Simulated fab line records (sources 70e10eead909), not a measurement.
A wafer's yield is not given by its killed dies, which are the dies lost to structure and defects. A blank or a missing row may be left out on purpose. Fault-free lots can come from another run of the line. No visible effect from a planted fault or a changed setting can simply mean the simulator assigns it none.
Comparing a struck lot with a sound one / flow nand-harc / 17 steps out of a route of 1302
Sound: wafers L407.2, L407.4, L407.6. Struck: wafer L419.3. (L419.6 of the same lot was not struck and is left out.) The cause comes at the end.
Each step with rows lists, per side, the tool, then ch with its chambers, then its first start. Under that, the readings that differ: sound wafers / struck wafers / difference of the means / sigmas: that difference in standard deviations of wafers without a fault.
alike: readings with means less than 2 such deviations apart, plus words and numbers identical on both sides. not compared: withheld readings, readings lacking a value on some wafer, bounds such as >300 that could conceal the same value, and numbers that have no deviation in the record and whose values overlap.
The two part at a step that has a row with sigmas, a row that says differs or no value, or rows on one side only. Non-overlapping numbers with no deviation appear without sigmas and do not part them. Lack of a reading on every wafer of one side parts them only where that side has two or more wafers.

first, 7 steps without rows for these wafers: NHARC_A_BLC_COAT_03 (time 65 s); NHARC_A_BLC_COAT_04 (resist thk 90 nm); NHARC_A_BLC_SOFTBAKE_05 (time 55 s); NHARC_A_BLC_EBR_06; NHARC_A_BLC_EXPOSE_07 (exposes mask A BLC, target cd 100 nm); NHARC_A_BLC_PEB_08 (peb time 65 s); NHARC_A_BLC_DEVELOP_09 (develop time 35 s).
NHARC_A_BLC_CD_MEAS_10 targets a cd of 100 nm.
  sound on cd-sem-03 ch 0, day 26 19:50; struck on cd-sem-01 ch 0, day 31 14:32
  alike: cd-nm
NHARC_A_BLC_OVL_MEAS_11:
  sound: overlay-02 at day 26 19:55; struck: overlay-02 at day 31 14:37
  alike: overlay-x-nm, overlay-y-nm
NHARC_A_BLC_INSPECT_12:
  sound: defect-inspect-02 at day 26 19:57; struck: defect-inspect-01 at day 31 14:39
  alike: raw-defect-count
NHARC_A_BLC_DESCUM_15: chemistry O2, time 3 s.
  sound on rie-diel-03 ch 1,2,3, day 26 20:01; struck on rie-diel-12 ch 1, day 31 14:43
  alike: drypump-motor-current-A, oes-product-au, rf-vpp-V, showerhead-plenum-p-Torr, throttle-valve-pct
  not compared: rf-hours-counter-h
NHARC_A_BLC_ETCH_16: etches the open film in CF4, target depth 39 nm, time 65 s.
  sound on rie-diel-03 ch 0,1, day 26 20:06; struck on rie-diel-12 ch 2, day 31 14:48
  alike: bias-w, drypump-motor-current-A, oes-product-au, rf-vpp-V, run-length-s, showerhead-plenum-p-Torr, throttle-valve-pct
  not compared: rf-hours-counter-h
NHARC_A_BLC_ETCH_17: etches the open film in N2/H2, target depth 390 nm, time 609.38 s.
  sound on rie-diel-03 ch 1,3, day 26 20:11; struck on rie-diel-12 ch 1, day 31 14:53
reading=run-length-s (s); sound=630.7 629.8 629.9; struck=936.0; difference=+305.9; sigmas=+99 or more
reading=model.A_BLC.cd-nm (nm); sound=99.61 98.51 98.26; struck=93.58; difference=-5.21; sigmas=
  alike: bias-w, drypump-motor-current-A, n2-flow-sccm, oes-product-au, rf-vpp-V, showerhead-plenum-p-Torr, throttle-valve-pct
  not compared: rf-hours-counter-h
NHARC_A_BLC_ETCH_18: etches the open film in C4F8/O2/Ar, target depth 910 nm.
  sound on rie-diel-03 ch 1,2,3; struck on rie-diel-12 ch 1
reading=model.A_BLC.cd-nm (nm); sound=100.4 97.76 99.28; struck=92.67; difference=-6.48; sigmas=
  alike: bias-w, oes-product-au, rf-vpp-V
  not compared: rf-hours-counter-h
NHARC_A_BLC_CD_MEAS_19:
  sound: cd-sem-01 at day 26 23:44; struck: cd-sem-02 at day 31 15:41
reading=cd-nm (nm); sound=100.6 97.8 99.4; struck=93.0; difference=-6.3; sigmas=-4
NHARC_A_BLC_STRIP_29: strips in CF4.
  sound on rie-diel-10 ch 0,1, day 26 23:49; struck on rie-diel-10 ch 1, day 31 15:46
  alike: drypump-motor-current-A, oes-product-au, rf-vpp-V, showerhead-plenum-p-Torr, throttle-valve-pct
  not compared: rf-hours-counter-h
NHARC_END_SORT_01:
  the record has rows for the sound wafers here (prober-02 ch 0, day 28 22:57) and none for the struck ones

## WHERE THEY PART
Last at NHARC_END_SORT_01 as far as this record goes, first at NHARC_A_BLC_ETCH_17.

WHY: whatever the simulator had introduced
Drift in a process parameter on rie-diel-12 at NHARC_A_BLC_ETCH_17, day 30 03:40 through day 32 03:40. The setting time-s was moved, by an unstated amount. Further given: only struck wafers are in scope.
